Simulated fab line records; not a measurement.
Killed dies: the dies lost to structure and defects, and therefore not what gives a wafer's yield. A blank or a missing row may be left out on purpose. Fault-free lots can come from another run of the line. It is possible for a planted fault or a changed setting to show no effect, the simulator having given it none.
Split-lot study	flow n5 finfet	on a route of 1938 steps: 7 lots, 21 wafers read

== THE SPLIT ITSELF ==
At N5_DUMMY_GATE_COAT_28 (time 60 s, resist thk 10 nm), the setting spin rpm was moved away from the recipe's 1500 rpm on 7 of the 21 wafers read, by -8.3% to +5.2%. For the rest of the wafers, this setting stayed at what the recipe calls for.

The reading is taken at the split's own step.

== THE READING ==
underlayer_of_DUMMY_GATE_COAT_28.thk nm (the simulator's own value, which no gauge read), in nm, at N5_DUMMY_GATE_COAT_28 (time 60 s, resist thk 10 nm). No usual value for it is given in the file.

wafer	tool, chamber at the split	spin rpm as run, rpm	against the recipe	underlayer_of_DUMMY_GATE_COAT_28.thk nm, nm	against lot-mates on the recipe
L078.2	litho track-04, 0	1578	+5.2%	9.8	-0.2
L078.4	litho track-04, 0	1578	+5.2%	9.8	-0.2
L078.5	litho track-04, 0	1500	recipe	10	-
L087.2	litho track-02, 0	1500	recipe	10	-
L087.6	litho track-02, 0	1500	recipe	10	-
L087.5	litho track-02, 0	1375	-8.3%	10.4	+0.4
L088.1	litho track-03, 0	1500	recipe	10	-
L088.2	litho track-03, 0	1500	recipe	10	-
L088.6	litho track-03, 0	1500	recipe	10	-
L090.2	litho track-03, 0	1500	recipe	10	-
L090.3	litho track-03, 0	1500	recipe	10	-
L090.5	litho track-03, 0	1500	recipe	10	-
L095.2	litho track-03, 0	1500	recipe	10	-
L095.3	litho track-03, 0	1500	recipe	10	-
L095.5	litho track-03, 0	1438	-4.1%	10.2	+0.2
L096.1	litho track-04, 0	1423	-5.1%	10.4	+0.4
L096.2	litho track-04, 0	1423	-5.1%	10.4	+0.4
L096.6	litho track-04, 0	1500	recipe	10	-
L097.3	litho track-02, 0	1386	-7.6%	10.4	+0.4
L097.4	litho track-02, 0	1500	recipe	10	-
L097.5	litho track-02, 0	1500	recipe	10	-

FIT RESULTS
A straight line over all 21 wafers: underlayer_of_DUMMY_GATE_COAT_28.thk nm changes by -0.0519 nm for each +1% of spin rpm; r = -0.97; the points scatter about the line by 0.046 nm.
The same after taking each lot's own level away (the mean of its wafers on the recipe; 21 wafers): -0.0519 nm for each +1%; r = -0.97; scatter 0.046 nm.
On that fit, the largest move of spin rpm shifts the reading by 0.43 nm.
The lots' own levels span 10.00 to 10.00 nm.
The two slopes agree, so the slope changes little with the lot-to-lot level.
Check: with one of the wafers moved furthest among these (-8.3%) left out of the fit, the line predicts +0.47 nm for it against its lot-mates. Against them it came out at +0.4 nm.

== FURTHER SPLITS ON THESE WAFERS ==
These wafers also went through other splits before the reading. Each is held against what the fit with the lots' levels taken away leaves over:
other split on the same wafers	wafers away from the commonest value	r with underlayer_of_DUMMY_GATE_COAT_28.thk nm (lot level and that fit taken away)
N5_WELL_APT_COAT_02 spin rpm	4	+0.26
N5_FIN_SAQP_HM_DEP_03 time s	9	-0.16
N5_FIN_SAQP_EXPOSE_13 dose mj	4	+0.37
N5_FIN_SAQP_ETCH_52 source w	7	-0.01
N5_FIN_SAQP_SPACER1_ALD_24 ald cycles	7	-0.05

== FILE'S OWN FIT ==
underlayer_of_DUMMY_GATE_COAT_28.thk nm changes by -0.0521 nm for each +1% of spin rpm, r = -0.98.
